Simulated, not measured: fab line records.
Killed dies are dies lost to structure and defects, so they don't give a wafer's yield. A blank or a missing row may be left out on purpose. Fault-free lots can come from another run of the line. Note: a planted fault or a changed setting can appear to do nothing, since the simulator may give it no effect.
A lot that was struck, set against a sound lot + flow nand_harc + 15 out of 1302 route steps
Sound: wafers L262.2, L262.4, L262.6. Wafers struck: L248.3, L248.5, L248.6. The cause is named last.
For every step that has rows: the tool of each side, followed by ch and its chambers, followed by its first start. Under that, the readings that differ: sound wafers + struck wafers + difference of the means + sigmas: that difference in standard deviations of wafers without a fault.
alike: readings with means less than 2 such deviations apart, plus words and numbers identical on both sides. not compared: withheld readings, readings lacking a value on some wafer, bounds such as >300 that could conceal the same value, and numbers that have no deviation in the record and whose values overlap.
A row with sigmas, a row that says differs or no value, or rows on one side alone: a step with any of these is where the two part. When numbers do not overlap yet have no deviation, they are printed without sigmas and do not part them. A reading missing from all wafers of one side parts the sides only when that side holds two or more wafers.

first, 9 steps without rows for these wafers: NHARC_P_ZERO_WELL_STRIP_28 (strips in SPM, time 840 s); NHARC_P_ZERO_WELL_DEHYDRATE_29 (time 120 s); NHARC_P_ZERO_WELL_HMDS_30 (time 30 s); NHARC_P_ZERO_WELL_COAT_31; NHARC_P_ZERO_WELL_SOFTBAKE_32 (time 95 s); NHARC_P_ZERO_WELL_EBR_33; NHARC_P_ZERO_WELL_EXPOSE_34 (exposes mask P PWELL, target cd 720 nm); NHARC_P_ZERO_WELL_PEB_35 (peb time 85 s); NHARC_P_ZERO_WELL_DEVELOP_36 (time 70 s).
NHARC_P_ZERO_WELL_CD_MEAS_37 targets a cd of 720 nm.
  sound on cd_sem-01 ch 0, day 11 04:05; struck on cd_sem-02 ch 0, day 5 08:14
  alike: cd_nm
then, 1 step without rows for these wafers: NHARC_P_ZERO_WELL_HARDBAKE_38 (time 80 s).
NHARC_P_ZERO_WELL_DESCUM_39: chemistry O2, time 3 s.
  sound on rie_diel-09 ch 0,1,2, day 11 04:41; struck on rie_diel-09 ch 2,3, day 5 08:24
  alike: chamber_pressure_mTorr, drypump_motor_current_A, oes_product_au, rf_vpp_V, showerhead_plenum_p_Torr, throttle_valve_pct
  not compared: rf_hours_counter_h
NHARC_P_ZERO_WELL_IMPLANT_40:
  struck on implanter-01, day 5 08:36; sound on implanter-01 ch 0, day 11 04:52
  no value came back on the struck wafers for beam_energy_keV, beam_on_s (s), end_station_pressure_torr (Torr); on the sound wafers beam_energy_keV reads 300.10 299.90 299.95
next, for these wafers, 1 step has no rows: NHARC_P_ZERO_WELL_IMPLANT_59.
-- break in the record here, with 23 days between the starts of the struck wafers on either side (left off in module P_ZERO_WELL, picked up again in module END, where the first step shown is number 1302 on the route) --
NHARC_END_SORT_01:
  here the record holds rows for the struck wafers (prober-01 ch 0, day 28 07:20) but none for the sound ones

## WHERE THEY PART
Earliest at NHARC_P_ZERO_WELL_IMPLANT_40; latest, in this record, at NHARC_END_SORT_01.

WHY: what the simulator had put in
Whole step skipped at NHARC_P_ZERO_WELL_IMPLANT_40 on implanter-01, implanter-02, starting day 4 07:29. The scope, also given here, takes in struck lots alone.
